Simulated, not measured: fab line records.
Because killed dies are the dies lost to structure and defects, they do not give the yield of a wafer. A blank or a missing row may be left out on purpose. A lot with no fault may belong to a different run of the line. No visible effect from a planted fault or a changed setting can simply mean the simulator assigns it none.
Which tool is to blame?	flow nand-harc	21 lots, 63 wafers sampled, at 6 steps of a route of 1302

== WHAT EACH GAUGE READ, for each wafer ==
The record holds no reading of a measuring or inspecting step that can be judged against a usual standard deviation.

== TOOL THAT RAN EACH LOT (tool first, then ch and the chambers of the sampled wafers, then the start) ==
lot	NHARC_A_STAIRCASE_TRIM_14	NHARC_A_STAIRCASE_TRIM_18	NHARC_A_STAIRCASE_TRIM_20	NHARC_A_STAIRCASE_TRIM_187	NHARC_A_STAIRCASE_ETCH_190	NHARC_A_STAIRCASE_ETCH_199
L075	rie-diel-07 ch 0,2,3, day 15 22:04 or earlier	rie-diel-07 ch 0,2,3, day 15 22:04 or earlier	rie-diel-07 ch 0,2,3, day 15 22:04	rie-diel-08 ch 0,1, day 16 00:49	rie-diel-08 ch 0,1, no start	rie-diel-08 ch 0,3, no start
L074	rie-diel-10 ch 0,2,3, day 16 00:59 or earlier	rie-diel-10 ch 0,1,2, day 16 00:59 or earlier	rie-diel-07 ch 0,1,3, day 16 00:59	rie-diel-07 ch 0,1,3, day 16 04:05	rie-diel-07 ch 1,2,3, no start	rie-diel-07 ch 0,2,3, no start
L077	rie-diel-07 ch 0,2,3, day 17 08:48 or earlier	rie-diel-07 ch 0,3, day 17 08:48 or earlier	rie-diel-07 ch 0,3, day 17 08:48	rie-diel-07 ch 0,1, day 17 11:29	rie-diel-07 ch 1,2,3, no start	rie-diel-07 ch 0,1,3, no start
L079	rie-diel-10 ch 1,2, day 17 20:23 or earlier	rie-diel-10 ch 0,1,2, day 17 20:23 or earlier	rie-diel-08 ch 1,3, day 17 20:23	rie-diel-07 ch 0,3, day 17 22:55	rie-diel-07 ch 0,2,3, no start	rie-diel-07 ch 0,1,3, no start
L080	rie-diel-07 ch 0,1, day 18 22:43 or earlier	rie-diel-07 ch 0,1,3, day 18 22:43 or earlier	rie-diel-07 ch 0,1, day 18 22:43	rie-diel-08 ch 1,2,3, day 19 01:17	rie-diel-08 ch 0,1, no start	rie-diel-08 ch 0,1,3, no start
L082	rie-diel-08 ch 0,1, day 18 23:32 or earlier	rie-diel-08 ch 1,2, day 18 23:32 or earlier	rie-diel-10 ch 0,1,2, day 18 23:32	rie-diel-08 ch 1,3, day 19 03:05	rie-diel-08 ch 1,2, no start	rie-diel-08 ch 0,1,2, no start
L081	rie-diel-10 ch 0,1,2, day 18 23:34 or earlier	rie-diel-10 ch 0,1,2, day 18 23:34 or earlier	rie-diel-08 ch 0,1,3, day 18 23:34	rie-diel-10 ch 1,2, day 19 02:38	rie-diel-10 ch 0,2,3, no start	rie-diel-10 ch 0,2, no start
L083	rie-diel-10 ch 1,2,3, day 19 19:45 or earlier	rie-diel-10 ch 0,1,3, day 19 19:45 or earlier	rie-diel-10 ch 0,1, day 19 19:45	rie-diel-10 ch 0,1,3, day 19 22:25	rie-diel-10 ch 0,1, no start	rie-diel-10 ch 0,1,2, no start
L084	rie-diel-08 ch 0,1,2, day 20 14:46 or earlier	rie-diel-08 ch 0,2,3, day 20 14:46 or earlier	rie-diel-08 ch 0,1,3, day 20 14:46	rie-diel-10 ch 0,2,3, day 20 19:47	rie-diel-10 ch 0,2, no start	rie-diel-10 ch 0,3, no start
L086	rie-diel-10 ch 0,2,3, day 20 18:34 or earlier	rie-diel-10 ch 0,1, day 20 18:34 or earlier	rie-diel-10 ch 1,2,3, day 20 18:34	rie-diel-10 ch 0,1, day 20 21:28	rie-diel-10 ch 0,2, no start	rie-diel-08 ch 1,2, no start
L085	rie-diel-10 ch 0,1, day 20 20:37 or earlier	rie-diel-10 ch 1,2,3, day 20 20:37 or earlier	rie-diel-10 ch 0,2,3, day 20 20:37	rie-diel-08 ch 0,1, day 21 00:38	rie-diel-08 ch 1,2, no start	rie-diel-08 ch 0,2,3, no start
L087	rie-diel-07 ch 1,2,3, day 21 05:27 or earlier	rie-diel-07 ch 1,2,3, day 21 05:27 or earlier	rie-diel-10 ch 1,2,3, day 21 05:27	rie-diel-08 ch 1,2,3, day 21 08:40	rie-diel-08 ch 1,2,3, no start	rie-diel-07 ch 0,1,2, no start
L088	rie-diel-08 ch 1,2,3, day 22 01:05 or earlier	rie-diel-08 ch 1,2,3, day 22 01:05 or earlier	rie-diel-10 ch 0,2,3, day 22 01:05	rie-diel-10 ch 1,2,3, day 22 03:45	rie-diel-10 ch 0,1,3, no start	rie-diel-10 ch 0,1, no start
L089	rie-diel-07 ch 1,2,3, day 22 01:16 or earlier	rie-diel-07 ch 0,2,3, day 22 01:16 or earlier	rie-diel-07 ch 0,1,3, day 22 01:16	rie-diel-07 ch 0,2,3, day 22 04:07	rie-diel-07 ch 0,1,3, no start	rie-diel-07 ch 1,2,3, no start
L091	rie-diel-10 ch 0,2,3, day 22 10:50 or earlier	rie-diel-10 ch 0,1,2, day 22 10:50 or earlier	rie-diel-10 ch 0,1,3, day 22 10:50	rie-diel-08 ch 0,1,2, day 22 13:32	rie-diel-08 ch 0,2,3, no start	rie-diel-08 ch 0,2,3, no start
L090	rie-diel-07 ch 2,3, day 22 13:06 or earlier	rie-diel-07 ch 0,2,3, day 22 13:06 or earlier	rie-diel-10 ch 0,2,3, day 22 13:06	rie-diel-08 ch 0,1,3, day 22 15:50	rie-diel-08 ch 1,2, no start	rie-diel-07 ch 0,1, no start
L093	rie-diel-07 ch 1,2, day 23 07:29 or earlier	rie-diel-07 ch 0,1, day 23 07:29 or earlier	rie-diel-07 ch 0,1, day 23 07:29	rie-diel-07 ch 1,2, day 23 09:59	rie-diel-07 ch 0,3, no start	rie-diel-07 ch 0,2,3, no start
L092	rie-diel-08 ch 0,1,2, day 23 11:47 or earlier	rie-diel-08 ch 0,1,2, day 23 11:47 or earlier	rie-diel-08 ch 1,2,3, day 23 11:47	rie-diel-10 ch 0,2,3, day 23 15:24	rie-diel-10 ch 0,1,3, no start	rie-diel-07 ch 0,1,3, no start
L095	rie-diel-10 ch 0,2,3, day 25 07:12 or earlier	rie-diel-10 ch 1,2, day 25 07:12 or earlier	rie-diel-07 ch 1,2, day 25 07:12	rie-diel-10 ch 1,3, day 25 09:46	rie-diel-10 ch 0,2,3, no start	rie-diel-07 ch 0,2, no start
L096	rie-diel-07 ch 0,3, day 25 09:04 or earlier	rie-diel-07 ch 1,2,3, day 25 09:04 or earlier	rie-diel-10 ch 0,2,3, day 25 09:04	rie-diel-08 ch 0,1,2, day 25 12:08	rie-diel-08 ch 0,2,3, no start	rie-diel-07 ch 0,2, no start
L097	rie-diel-08 ch 0,1,2, day 25 15:44 or earlier	rie-diel-08 ch 0,3, day 25 15:44 or earlier	rie-diel-08 ch 0,2,3, day 25 15:44	rie-diel-07 ch 1,3, day 25 18:25	rie-diel-07 ch 1,3, no start	rie-diel-07 ch 0,1, no start
- NHARC_A_STAIRCASE_TRIM_14: chemistry O2, time 211.2 s.
- NHARC_A_STAIRCASE_TRIM_18: chemistry O2, time 211.2 s.
- NHARC_A_STAIRCASE_TRIM_20: chemistry O2, time 211.2 s.
- NHARC_A_STAIRCASE_TRIM_187: chemistry O2, time 211.2 s.
- NHARC_A_STAIRCASE_ETCH_190: etches the open film in C4F8/O2, target depth 100 nm, time 40.5 s.
- NHARC_A_STAIRCASE_ETCH_199: etches the open film in C4F8/O2, target depth 100 nm, time 40.5 s.

== WHAT THE TOOLS THEMSELVES READ (means of the sampled wafers that have a number; where no wafer has one, the mark that the record gives instead) ==
NHARC_A_STAIRCASE_TRIM_14. Usual: drypump-motor-current-A 5.7 A, standard deviation 0.39; mfc-ar-sccm 0.007 sccm, standard deviation 0.0098; oes-product-au 1.000 a.u., standard deviation 0.012; rf-vpp-V 57.7 V, standard deviation 0.94; showerhead-plenum-p-Torr 3.48 Torr, standard deviation 0.16; throttle-valve-pct 17.036 %, standard deviation 0.0089.
lot	tool	drypump-motor-current-A (A)	mfc-ar-sccm (sccm)	oes-product-au (a.u.)	rf-vpp-V (V)	showerhead-plenum-p-Torr (Torr)	throttle-valve-pct (%)	flag
L075	rie-diel-07	5.9	0.010	0.976	57.9	3.51	17.038	
L074	rie-diel-10	5.5	0.012	1.010	56.9	3.37	17.037	
L077	rie-diel-07	5.9	0.010	0.987	58.1	3.50	17.037	
L079	rie-diel-10	5.5	0.004	1.009	57.6	3.41	17.030	
L080	rie-diel-07	5.8	0.000	0.989	57.8	3.42	17.036	
L082	rie-diel-08	6.2	0.000	1.006	57.8	3.65	17.039	
L081	rie-diel-10	5.5	0.005	1.013	57.8	3.42	17.040	
L083	rie-diel-10	5.5	0.008	1.009	57.3	3.41	17.033	
L084	rie-diel-08	6.4	0.000	1.018	58.4	3.62	17.025	
L086	rie-diel-10	5.5	0.012	1.009	57.7	3.35	17.036	
L085	rie-diel-10	5.4	0.007	1.008	58.5	3.45	17.030	
L087	rie-diel-07	5.6	0.010	0.999	58.1	3.59	17.034	
L088	rie-diel-08	6.3	0.000	1.016	58.2	3.49	17.046	
L089	rie-diel-07	5.6	0.010	1.004	57.9	3.59	17.043	
L091	rie-diel-10	5.5	0.012	1.010	57.0	3.35	17.036	
L090	rie-diel-07	5.9	0.020	0.995	58.0	3.64	17.044	
L093	rie-diel-07	5.9	0.020	0.998	57.6	3.72	17.039	
L092	rie-diel-08	6.4	0.000	1.007	57.8	3.60	17.029	
L095	rie-diel-10	5.5	0.012	1.006	57.3	3.33	17.037	
L096	rie-diel-07	5.8	0.000	0.993	57.4	3.31	17.031	
L097	rie-diel-08	6.3	0.000	0.986	57.0	3.59	17.033	

NHARC_A_STAIRCASE_TRIM_18. Usual: drypump-motor-current-A 5.7 A, standard deviation 0.4; mfc-ar-sccm 0.006 sccm, standard deviation 0.0095; oes-product-au 0.999 a.u., standard deviation 0.012; rf-vpp-V 57.8 V, standard deviation 0.88; showerhead-plenum-p-Torr 3.48 Torr, standard deviation 0.16; throttle-valve-pct 17.035 %, standard deviation 0.0085.
lot	tool	drypump-motor-current-A (A)	mfc-ar-sccm (sccm)	oes-product-au (a.u.)	rf-vpp-V (V)	showerhead-plenum-p-Torr (Torr)	throttle-valve-pct (%)	flag
L075	rie-diel-07	5.9	0.010	0.988	57.4	3.51	17.031	
L074	rie-diel-10	5.5	0.005	0.999	56.8	3.44	17.035	
L077	rie-diel-07	5.7	0.000	0.988	57.2	3.37	17.036	
L079	rie-diel-10	5.5	0.005	1.002	57.1	3.43	17.034	
L080	rie-diel-07	5.6	0.000	0.989	57.2	3.44	17.029	
L082	rie-diel-08	6.6	0.000	1.004	58.1	3.59	17.039	
L081	rie-diel-10	5.5	0.005	1.011	57.3	3.42	17.040	
L083	rie-diel-10	5.4	0.010	0.998	57.7	3.44	17.042	
L084	rie-diel-08	6.0	0.000	1.009	58.2	3.59	17.034	
L086	rie-diel-10	5.4	0.007	1.003	58.0	3.45	17.046	
L085	rie-diel-10	5.5	0.008	1.005	57.6	3.41	17.042	
L087	rie-diel-07	5.7	0.010	0.990	57.7	3.59	17.037	
L088	rie-diel-08	6.3	0.000	1.004	58.5	3.49	17.032	
L089	rie-diel-07	5.9	0.010	0.990	58.6	3.48	17.029	
L091	rie-diel-10	5.4	0.005	1.013	58.1	3.41	17.035	
L090	rie-diel-07	5.9	0.010	0.989	58.3	3.48	17.035	
L093	rie-diel-07	5.5	0.000	0.996	57.6	3.51	17.038	
L092	rie-diel-08	6.4	0.000	1.014	58.2	3.60	17.035	
L095	rie-diel-10	5.4	0.002	1.000	57.9	3.45	17.041	
L096	rie-diel-07	5.6	0.010	1.002	58.2	3.57	17.041	
L097	rie-diel-08	5.8	0.000	0.998	57.1	3.48	17.029	

NHARC_A_STAIRCASE_TRIM_20. Usual: drypump-motor-current-A 5.7 A, standard deviation 0.42; mfc-ar-sccm 0.006 sccm, standard deviation 0.0096; oes-product-au 1.002 a.u., standard deviation 0.011; rf-vpp-V 57.6 V, standard deviation 1; showerhead-plenum-p-Torr 3.48 Torr, standard deviation 0.16; throttle-valve-pct 17.036 %, standard deviation 0.0084.
lot	tool	drypump-motor-current-A (A)	mfc-ar-sccm (sccm)	oes-product-au (a.u.)	rf-vpp-V (V)	showerhead-plenum-p-Torr (Torr)	throttle-valve-pct (%)	flag
L075	rie-diel-07	5.9	0.010	0.987	57.3	3.51	17.034	
L074	rie-diel-07	5.6	0.000	0.988	58.3	3.45	17.029	
L077	rie-diel-07	5.8	0.000	0.988	57.4	3.34	17.036	
L079	rie-diel-08	6.3	0.000	1.003	58.7	3.45	17.034	
L080	rie-diel-07	5.5	0.000	0.994	58.7	3.52	17.033	
L082	rie-diel-10	5.5	0.005	1.004	56.9	3.42	17.035	
L081	rie-diel-08	6.1	0.000	1.008	57.0	3.53	17.034	
L083	rie-diel-10	5.4	0.003	1.002	58.0	3.50	17.036	
L084	rie-diel-08	6.1	0.000	1.005	57.6	3.53	17.042	
L086	rie-diel-10	5.4	0.008	1.006	56.9	3.41	17.032	
L085	rie-diel-10	5.5	0.012	1.005	57.2	3.35	17.036	
L087	rie-diel-10	5.4	0.008	1.014	56.8	3.40	17.037	
L088	rie-diel-10	5.5	0.012	1.007	57.1	3.35	17.040	
L089	rie-diel-07	5.6	0.000	1.008	57.7	3.43	17.034	
L091	rie-diel-10	5.4	0.010	1.004	57.4	3.43	17.027	
L090	rie-diel-10	5.5	0.012	1.017	57.8	3.35	17.037	
L093	rie-diel-07	5.5	0.000	0.999	57.5	3.51	17.042	
L092	rie-diel-08	6.3	0.000	1.005	56.9	3.48	17.027	
L095	rie-diel-07	5.9	0.020	1.004	58.6	3.71	17.035	
L096	rie-diel-10	5.5	0.012	1.007	57.6	3.33	17.039	
L097	rie-diel-08	6.1	0.000	1.002	57.2	3.57	17.035	

NHARC_A_STAIRCASE_TRIM_187. Usual: drypump-motor-current-A 5.8 A, standard deviation 0.42; mfc-ar-sccm 0.006 sccm, standard deviation 0.0092; oes-product-au 1.001 a.u., standard deviation 0.0098; rf-vpp-V 57.7 V, standard deviation 0.93; showerhead-plenum-p-Torr 3.50 Torr, standard deviation 0.16; throttle-valve-pct 17.037 %, standard deviation 0.01.
lot	tool	drypump-motor-current-A (A)	mfc-ar-sccm (sccm)	oes-product-au (a.u.)	rf-vpp-V (V)	showerhead-plenum-p-Torr (Torr)	throttle-valve-pct (%)	flag
L075	rie-diel-08	6.2	0.000	0.996	57.5	3.66	17.037	
L074	rie-diel-07	5.6	0.000	0.989	57.1	3.45	17.044	
L077	rie-diel-07	5.5	0.000	0.990	57.4	3.53	17.032	
L079	rie-diel-07	5.8	0.000	0.988	58.4	3.34	17.035	
L080	rie-diel-08	6.3	0.000	1.006	57.6	3.50	17.031	
L082	rie-diel-08	6.0	0.000	1.008	57.6	3.41	17.031	
L081	rie-diel-10	5.4	0.004	1.005	57.6	3.40	17.050	
L083	rie-diel-10	5.4	0.010	1.004	58.0	3.44	17.030	
L084	rie-diel-10	5.5	0.012	1.004	57.7	3.35	17.029	
L086	rie-diel-10	5.4	0.003	1.007	57.7	3.50	17.048	
L085	rie-diel-08	6.2	0.000	1.005	58.5	3.64	17.039	
L087	rie-diel-08	6.3	0.000	1.006	57.4	3.49	17.037	
L088	rie-diel-10	5.4	0.008	1.002	57.5	3.40	17.035	
L089	rie-diel-07	5.9	0.010	0.998	58.2	3.48	17.032	
L091	rie-diel-08	6.4	0.000	1.010	58.0	3.61	17.049	
L090	rie-diel-08	6.1	0.000	1.001	58.1	3.52	17.022	
L093	rie-diel-07	5.6	0.010	0.999	58.1	3.66	17.037	
L092	rie-diel-10	5.5	0.012	1.009	57.3	3.34	17.036	
L095	rie-diel-10	5.4	0.013	1.002	57.7	3.40	17.035	
L096	rie-diel-08	6.4	0.000	1.002	57.9	3.60	17.040	
L097	rie-diel-07	5.4	0.000	0.982	57.3	3.52	17.042	

NHARC_A_STAIRCASE_ETCH_190. Usual: oes-product-au 0.944 a.u., standard deviation 0.014; rf-vpp-V 894 V, standard deviation 5.8.
lot	tool	oes-product-au (a.u.)	rf-vpp-V (V)	flag
L075	rie-diel-08	0.928	900	
L074	rie-diel-07	0.938	899	
L077	rie-diel-07	0.931	898	
L079	rie-diel-07	0.931	894	
L080	rie-diel-08	0.950	897	
L082	rie-diel-08	0.959	898	
L081	rie-diel-10	0.963	889	
L083	rie-diel-10	0.939	892	
L084	rie-diel-10	0.959	888	
L086	rie-diel-10	0.929	889	
L085	rie-diel-08	0.956	895	
L087	rie-diel-08	0.955	895	
L088	rie-diel-10	0.952	893	
L089	rie-diel-07	0.937	892	
L091	rie-diel-08	0.952	898	
L090	rie-diel-08	0.959	895	
L093	rie-diel-07	0.934	888	
L092	rie-diel-10	0.948	892	
L095	rie-diel-10	0.954	889	
L096	rie-diel-08	0.930	898	
L097	rie-diel-07	0.935	895	

NHARC_A_STAIRCASE_ETCH_199. Usual: oes-product-au 0.947 a.u., standard deviation 0.011; rf-vpp-V 895 V, standard deviation 6.2.
lot	tool	oes-product-au (a.u.)	rf-vpp-V (V)	flag
L075	rie-diel-08	0.942	898	
L074	rie-diel-07	0.932	894	
L077	rie-diel-07	0.944	892	
L079	rie-diel-07	0.936	893	
L080	rie-diel-08	0.953	896	
L082	rie-diel-08	0.942	900	
L081	rie-diel-10	0.949	890	
L083	rie-diel-10	0.948	892	
L084	rie-diel-10	0.942	890	
L086	rie-diel-08	0.946	899	
L085	rie-diel-08	0.963	898	
L087	rie-diel-07	0.959	898	
L088	rie-diel-10	0.954	893	
L089	rie-diel-07	0.947	899	
L091	rie-diel-08	0.950	898	
L090	rie-diel-07	0.956	896	
L093	rie-diel-07	0.949	893	
L092	rie-diel-07	0.954	892	
L095	rie-diel-07	0.953	898	
L096	rie-diel-07	0.965	899	
L097	rie-diel-07	0.940	891	

== THE ANSWER, worked out from the rows above alone ==
Rule: a lot counts as off when the mean over its wafers that have a number is more than 3 standard deviations away from the usual mean. A lot without any number at a reading at which 4 lots or more have one is off too. Any other lot the step has rows for is counted as sound. After the gauges, taken in route order, come the tools' own readings; for these a lot's mean is taken, as printed above. At the first step where some lot is off, the reading lying furthest off is the one used; lots without a number count as furthest.
Across all readings shown, no lot is off: no conclusion can be drawn from this.

== WHAT THE SIMULATOR HAD INSERTED ==
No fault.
